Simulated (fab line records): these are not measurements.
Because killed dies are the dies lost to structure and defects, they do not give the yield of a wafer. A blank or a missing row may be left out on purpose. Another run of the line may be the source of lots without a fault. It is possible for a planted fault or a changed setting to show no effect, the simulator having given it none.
Which tool did it?	flow n5Finfet	72 wafers from 24 lots sampled at 6 of the route's 1938 steps

== WHAT THE GAUGES READ, wafer by wafer ==
N5_BEOL_M3_THK_MEAS_53: measures by xrf. Usual: M3_THK typically reads 41.1 nm, with standard deviation 1.7.
lot	measured	on	M3_THK (nm)	flag
L074	day 7 07:59	filmMetro-02	42.2 39.8 41.5	
L075	day 7 13:49	filmMetro-01	40.3 40.5 40.6	
L077	day 8 00:05	filmMetro-01	39.3 41.4 44.3	
L076	day 8 03:49	filmMetro-02	43.4 42.0 40.6	
L078	day 9 04:35	filmMetro-01	43.3 37.4 39.6	
L079	day 9 11:04	filmMetro-01	39.0 40.5 40.5	
L080	day 9 17:48	filmMetro-02	40.5 41.4 42.1	
L082	day 9 22:43	filmMetro-02	41.5 40.4 43.6	
L081	day 9 21:23	filmMetro-02	40.8 41.4 42.3	
L083	day 10 05:47	filmMetro-01	40.3 42.5 42.9	
L084	day 10 08:16	filmMetro-02	38.5 39.9 40.0	
L086	day 10 11:43	filmMetro-01	43.4 44.0 41.0	
L085	day 10 14:38	filmMetro-02	39.8 42.1 42.7	
L088	day 11 02:29	filmMetro-02	39.9 46.2 45.6	
L087	day 11 08:54	filmMetro-02	40.1 43.5 42.5	
L089	day 12 01:14	filmMetro-02	37.7 40.6 39.1	
L090	day 11 17:32	filmMetro-01	38.4 40.4 40.5	
L091	day 12 06:54	filmMetro-02	41.8 43.3 42.6	
L092	day 12 09:01	filmMetro-02	41.1 39.2 40.0	
L093	day 12 09:35	filmMetro-02	40.5 43.1 41.6	
L094	day 13 01:14	filmMetro-02	37.8 41.0 39.8	
L095	day 13 12:58	filmMetro-02	40.0 42.9 42.1	
L096	day 13 12:58	filmMetro-01	40.4 42.4 39.5	
L097	day 13 18:29	filmMetro-02	40.9 40.9 40.7	

N5_BEOL_M4_OVL_MEAS_12. Usual: M4_OVL typically reads 0.1 nm, with standard deviation 0.84.
lot	measured	on	M4_OVL (nm)	flag
L074	day 7 09:16	overlay-02	1.6 0.7 1.4	
L075	day 7 15:33	overlay-02	0.4 -0.5 0.9	
L077	day 8 01:08	overlay-01	0.2 0.3 0.9	
L076	day 8 08:44	overlay-02	-0.5 1.1 1.1	
L078	day 9 05:55	overlay-02	-0.1 -0.2 0.2	
L079	day 9 12:15	overlay-02	1.3 1.6 0.3	
L080	day 9 19:04	overlay-02	0.8 -0.1 -0.3	
L082	day 10 00:13	overlay-02	1.0 1.1 0.2	
L081	day 9 23:11	overlay-01	0.7 0.4 -0.6	
L083	day 10 08:08	overlay-01	0.8 1.5 -0.8	
L084	day 10 10:53	overlay-01	0.3 1.4 1.2	
L086	day 10 14:56	overlay-01	0.0 1.4 0.4	
L085	day 10 16:19	overlay-02	-0.9 -1.4 -0.6	
L088	day 11 05:38	overlay-02	-0.2 -0.3 -0.3	
L087	day 11 12:04	overlay-02	0.8 0.9 0.1	
L089	day 12 02:53	overlay-01	1.0 2.1 0.1	
L090	day 11 19:24	overlay-02	-1.1 -1.4 -2.0	
L091	day 12 11:00	overlay-01	0.4 1.5 1.5	
L092	day 12 11:10	overlay-01	-1.0 -0.4 0.1	
L093	day 12 11:22	overlay-01	-0.2 1.0 0.6	
L094	day 13 02:18	overlay-01	0.4 -0.5 0.3	
L095	day 13 14:41	overlay-01	0.1 0.0 -0.6	
L096	day 13 14:52	overlay-01	0.1 -0.3 0.0	
L097	day 13 21:51	overlay-01	-1.0 -1.1 -0.9	

== TOOL THAT RAN EACH LOT (tool first, then ch and the chambers of the sampled wafers, then the start) ==
lot	N5_BEOL_M3_ETCH_77	N5_BEOL_M3_ETCHBACK_99	N5_BEOL_M3_SPUTTER_79	N5_BEOL_M3_SPUTTER_96
L074	rieDiel-05 ch 0,1,2, day 7 03:08	rieDiel-02 ch 0,1,3, day 7 03:56	pvdSputter-01, day 7 05:40	pvdSputter-01, day 7 07:12
L075	rieDiel-05 ch 0,1, day 7 05:58	rieDiel-03 ch 0,1, day 7 09:34	pvdSputter-01, day 7 11:29	pvdSputter-01, day 7 13:01
L077	rieDiel-02 ch 0,1,2, day 7 15:44	rieDiel-02 ch 0,1,2, day 7 18:08	pvdSputter-03, day 7 21:37	pvdSputter-03, day 7 23:10
L076	rieDiel-05 ch 0,2,3, day 7 16:24	rieDiel-05 ch 1,2,3, day 7 23:19	pvdSputter-02, day 8 01:32	pvdSputter-02, day 8 03:04
L078	rieDiel-05 ch 1,2,3, day 8 00:45	rieDiel-05 ch 0,1,2, day 8 16:38	pvdSputter-02, day 8 18:24	pvdSputter-02, day 9 03:48
L079	rieDiel-03 ch 1,2,3, day 9 01:58	rieDiel-03 ch 0,2,3, day 9 04:53	pvdSputter-03, day 9 08:44	pvdSputter-03, day 9 10:16
L080	rieDiel-02 ch 0,1,2, day 9 12:14	rieDiel-05 ch 0,2, day 9 12:51	pvdSputter-03, day 9 15:28	pvdSputter-03, day 9 17:01
L082	rieDiel-03 ch 0,1,3, day 9 13:28	rieDiel-05 ch 2,3, day 9 17:58	pvdSputter-01, day 9 20:23	pvdSputter-01, day 9 21:56
L081	rieDiel-02 ch 0,1,2, day 9 15:21	rieDiel-02 ch 0,2,3, day 9 17:12	pvdSputter-02, day 9 19:03	pvdSputter-02, day 9 20:35
L083	rieDiel-03 ch 0,3, day 9 19:19	rieDiel-03 ch 0,1,2, day 10 00:02	pvdSputter-03, day 10 03:24	pvdSputter-03, day 10 04:56
L084	rieDiel-05 ch 1,2, day 10 01:39	rieDiel-02 ch 0,1, day 10 03:55	pvdSputter-02, day 10 05:55	pvdSputter-02, day 10 07:27
L086	rieDiel-03 ch 0,1,2, day 10 06:29	rieDiel-03 ch 0,1,2, day 10 07:20	pvdSputter-02, day 10 09:10	pvdSputter-02, day 10 10:42
L085	rieDiel-03 ch 1,2,3, day 10 09:18	rieDiel-03 ch 1,3, day 10 10:22	pvdSputter-01, day 10 12:16	pvdSputter-01, day 10 13:49
L088	rieDiel-03 ch 0,1, day 10 20:13	rieDiel-05 ch 0,3, day 10 22:02	pvdSputter-03, day 11 00:09	pvdSputter-03, day 11 01:41
L087	rieDiel-05 ch 0,2,3, day 10 23:08	rieDiel-05 ch 1,2,3, day 11 04:49	pvdSputter-03, day 11 06:34	pvdSputter-03, day 11 08:07
L089	rieDiel-02 ch 0,2,3, day 11 00:28	rieDiel-02 ch 1,2, day 11 21:19	pvdSputter-02, day 11 22:54	pvdSputter-02, day 12 00:26
L090	rieDiel-02 ch 0,1, day 11 07:12	rieDiel-02 ch 1,2, day 11 13:13	pvdSputter-03, day 11 15:12	pvdSputter-03, day 11 16:44
L091	rieDiel-03 ch 0,3, day 11 10:11	rieDiel-02 ch 1,2,3, day 12 02:06	pvdSputter-03, day 12 04:34	pvdSputter-03, day 12 06:06
L092	rieDiel-03 ch 1,2,3, day 11 15:22	rieDiel-02 ch 1,3, day 12 04:34	pvdSputter-01, day 12 06:41	pvdSputter-01, day 12 08:13
L093	rieDiel-02 ch 1,2, day 12 03:59	rieDiel-05 ch 0,1, day 12 05:12	pvdSputter-03, day 12 07:16	pvdSputter-03, day 12 08:49
L094	rieDiel-05 ch 0,2, day 12 16:34	rieDiel-02 ch 2,3, day 12 21:23	pvdSputter-01, day 12 22:54	pvdSputter-01, day 13 00:26
L095	rieDiel-03 ch 0,1,3, day 13 02:14	rieDiel-02 ch 0,2, day 13 08:28	pvdSputter-01, day 13 10:38	pvdSputter-01, day 13 12:10
L096	rieDiel-03 ch 0,1,3, day 13 07:08	rieDiel-03 ch 0,1,2, day 13 08:35	pvdSputter-03, day 13 10:38	pvdSputter-03, day 13 12:11
L097	rieDiel-03 ch 0,2,3, day 13 07:23	rieDiel-02 ch 0,2, day 13 13:44	pvdSputter-02, day 13 16:10	pvdSputter-02, day 13 17:42
- N5_BEOL_M3_ETCH_77: etches underlayer in N2/H2, target depth 6.5 nm, time 5.2 s.
- N5_BEOL_M3_ETCHBACK_99: etches SiO2 in CHF3, target depth 5 nm, time 10.4 s.
- N5_BEOL_M3_SPUTTER_79: material Cu, target thk 4.5 nm, time 8.29 s.
- N5_BEOL_M3_SPUTTER_96: material Cu, target thk 4.5 nm, time 8.29 s.

== WHAT THE TOOLS THEMSELVES READ (means of the sampled wafers that have a number; where no wafer has one, the mark that the record gives instead) ==
N5_BEOL_M3_ETCH_77. Usual: drypumpMotorCurrentA 5.8 A, standard deviation 0.55; etchRfOnTimeS 5.20 s, standard deviation 0.19; oesProductAu 0.67 a.u., standard deviation 0.084; rfVppV 524.7 V, standard deviation 2.4; showerheadPlenumPTorr 2.57 Torr, standard deviation 0.073; throttleValvePct 17.89 %, standard deviation 0.18.
lot	tool	drypumpMotorCurrentA (A)	etchRfOnTimeS (s)	oesProductAu (a.u.)	rfVppV (V)	showerheadPlenumPTorr (Torr)	throttleValvePct (%)	flag
L074	rieDiel-05	6.2	5.34	0.63	524.7	2.53	17.80	
L075	rieDiel-05	6.2	5.35	0.63	522.5	2.50	17.73	
L077	rieDiel-02	5.8	5.32	0.63	524.2	2.53	17.67	
L076	rieDiel-05	6.4	5.34	0.63	523.6	2.54	17.87	
L078	rieDiel-05	5.9	5.36	0.61	525.6	2.59	17.97	
L079	rieDiel-03	5.4	5.07	0.70	525.1	2.59	17.97	
L080	rieDiel-02	5.8	5.35	0.61	523.0	2.53	17.69	
L082	rieDiel-03	5.3	5.03	0.69	523.8	2.55	17.99	
L081	rieDiel-02	5.8	5.39	0.62	523.7	2.53	17.70	
L083	rieDiel-03	5.2	5.17	0.68	524.5	2.59	17.95	
L084	rieDiel-05	6.2	5.26	0.71	524.3	2.55	17.79	
L086	rieDiel-03	5.8	5.03	0.75	525.1	2.54	17.98	
L085	rieDiel-03	5.4	5.08	0.69	524.3	2.58	17.99	
L088	rieDiel-03	5.5	4.87	0.69	523.5	2.50	18.04	
L087	rieDiel-05	6.4	5.38	0.61	522.4	2.53	17.92	
L089	rieDiel-02	5.8	5.34	0.66	526.6	2.64	17.69	
L090	rieDiel-02	5.9	5.25	0.64	525.3	2.60	17.71	
L091	rieDiel-03	5.6	5.10	0.73	523.3	2.54	17.94	
L092	rieDiel-03	5.4	5.05	0.68	525.3	2.58	17.99	
L093	rieDiel-02	6.2	5.35	0.70	526.0	2.63	17.57	
L094	rieDiel-05	6.6	5.34	0.61	522.4	2.49	17.82	
L095	rieDiel-03	5.4	4.96	0.67	524.3	2.54	18.01	
L096	rieDiel-03	5.4	5.10	0.66	523.7	2.54	18.03	
L097	rieDiel-03	5.6	5.19	0.70	524.1	2.57	17.95	

N5_BEOL_M3_ETCHBACK_99. Usual: drypumpMotorCurrentA 5.9 A, standard deviation 0.52; oesProductAu 0.79 a.u., standard deviation 0.1; rfVppV 243.5 V, standard deviation 2.8; showerheadPlenumPTorr 2.19 Torr, standard deviation 0.068; throttleValvePct 17.07 %, standard deviation 0.23.
lot	tool	drypumpMotorCurrentA (A)	oesProductAu (a.u.)	rfVppV (V)	showerheadPlenumPTorr (Torr)	throttleValvePct (%)	flag
L074	rieDiel-02	5.9	0.74	243.1	2.21	16.94	
L075	rieDiel-03	5.7	0.93	241.6	2.13	17.22	
L077	rieDiel-02	5.8	0.74	242.1	2.16	17.00	
L076	rieDiel-05	5.9	0.72	245.8	2.20	17.21	
L078	rieDiel-05	6.2	0.73	245.6	2.15	17.07	
L079	rieDiel-03	5.6	0.88	242.8	2.21	17.21	
L080	rieDiel-05	6.6	0.74	243.5	2.13	16.98	
L082	rieDiel-05	6.4	0.73	242.6	2.17	17.13	
L081	rieDiel-02	5.8	0.69	242.3	2.16	17.15	
L083	rieDiel-03	5.7	0.88	241.7	2.16	17.26	
L084	rieDiel-02	5.9	0.76	243.6	2.19	16.86	
L086	rieDiel-03	5.7	0.87	241.8	2.16	17.26	
L085	rieDiel-03	5.0	0.73	245.4	2.23	17.39	
L088	rieDiel-05	6.3	0.72	244.9	2.14	17.11	
L087	rieDiel-05	5.9	0.80	245.7	2.19	17.12	
L089	rieDiel-02	6.0	0.87	242.1	2.28	16.79	
L090	rieDiel-02	6.2	0.84	243.8	2.23	16.75	
L091	rieDiel-02	6.1	0.79	242.7	2.23	16.89	
L092	rieDiel-02	6.2	0.71	242.8	2.19	16.98	
L093	rieDiel-05	6.2	0.81	247.3	2.13	16.96	
L094	rieDiel-02	6.1	0.73	242.6	2.24	17.03	
L095	rieDiel-02	5.7	0.91	242.7	2.29	16.84	
L096	rieDiel-03	5.7	0.84	241.6	2.15	17.30	
L097	rieDiel-02	5.4	0.94	242.8	2.24	16.84	

N5_BEOL_M3_SPUTTER_79. Usual: chuckGasFlowSccm 1.26 sccm, standard deviation 0.05; throttleValvePct 29.8 %, standard deviation 1.1.
lot	tool	chuckGasFlowSccm (sccm)	throttleValvePct (%)	flag
L074	pvdSputter-01	1.25	29.4	
L075	pvdSputter-01	1.26	29.5	
L077	pvdSputter-03	1.27	30.0	
L076	pvdSputter-02	1.28	30.2	
L078	pvdSputter-02	1.22	29.6	
L079	pvdSputter-03	1.27	29.1	
L080	pvdSputter-03	1.28	29.1	
L082	pvdSputter-01	1.25	29.6	
L081	pvdSputter-02	1.27	29.6	
L083	pvdSputter-03	1.24	28.4	
L084	pvdSputter-02	1.28	30.1	
L086	pvdSputter-02	1.27	30.6	
L085	pvdSputter-01	1.25	29.8	
L088	pvdSputter-03	1.24	30.8	
L087	pvdSputter-03	1.25	29.2	
L089	pvdSputter-02	1.31	30.4	
L090	pvdSputter-03	1.22	29.0	
L091	pvdSputter-03	1.28	29.6	
L092	pvdSputter-01	1.28	29.5	
L093	pvdSputter-03	1.27	30.3	
L094	pvdSputter-01	1.27	30.3	
L095	pvdSputter-01	1.25	29.8	
L096	pvdSputter-03	1.25	30.7	
L097	pvdSputter-02	1.27	30.1	

N5_BEOL_M3_SPUTTER_96. Usual: chuckGasFlowSccm 1.25 sccm, standard deviation 0.055; throttleValvePct 29.8 %, standard deviation 1.1.
lot	tool	chuckGasFlowSccm (sccm)	throttleValvePct (%)	flag
L074	pvdSputter-01	1.23	29.4	
L075	pvdSputter-01	1.28	29.4	
L077	pvdSputter-03	1.26	30.0	
L076	pvdSputter-02	1.26	30.2	
L078	pvdSputter-02	1.31	29.6	
L079	pvdSputter-03	1.23	28.9	
L080	pvdSputter-03	1.26	29.1	
L082	pvdSputter-01	1.25	29.4	
L081	pvdSputter-02	1.23	29.7	
L083	pvdSputter-03	1.21	28.4	
L084	pvdSputter-02	1.28	30.0	
L086	pvdSputter-02	1.25	30.6	
L085	pvdSputter-01	1.25	29.8	
L088	pvdSputter-03	1.28	30.7	
L087	pvdSputter-03	1.26	29.2	
L089	pvdSputter-02	1.22	30.4	
L090	pvdSputter-03	1.28	28.7	
L091	pvdSputter-03	1.22	29.6	
L092	pvdSputter-01	1.27	29.3	
L093	pvdSputter-03	1.23	30.3	
L094	pvdSputter-01	1.27	30.1	
L095	pvdSputter-01	1.29	29.9	
L096	pvdSputter-03	1.26	30.7	
L097	pvdSputter-02	1.25	30.2	

== THE ANSWER, worked out from the rows above alone ==
Rule: lot off if the mean of its wafers having a number is beyond 3 standard deviations from the usual mean. A lot without any number at a reading at which 4 lots or more have one is off too. The other lots that the step has rows for count as sound. First the gauges in route order, then the tools' own readings, where a lot's mean is used as printed above. The first step at which some lot is off is used, and at that step the reading that is off furthest; a lot without a number counts as furthest.
Nothing can be told from this: no lot is off at any reading shown.

== WHAT THE SIMULATOR HAD PUT IN ==
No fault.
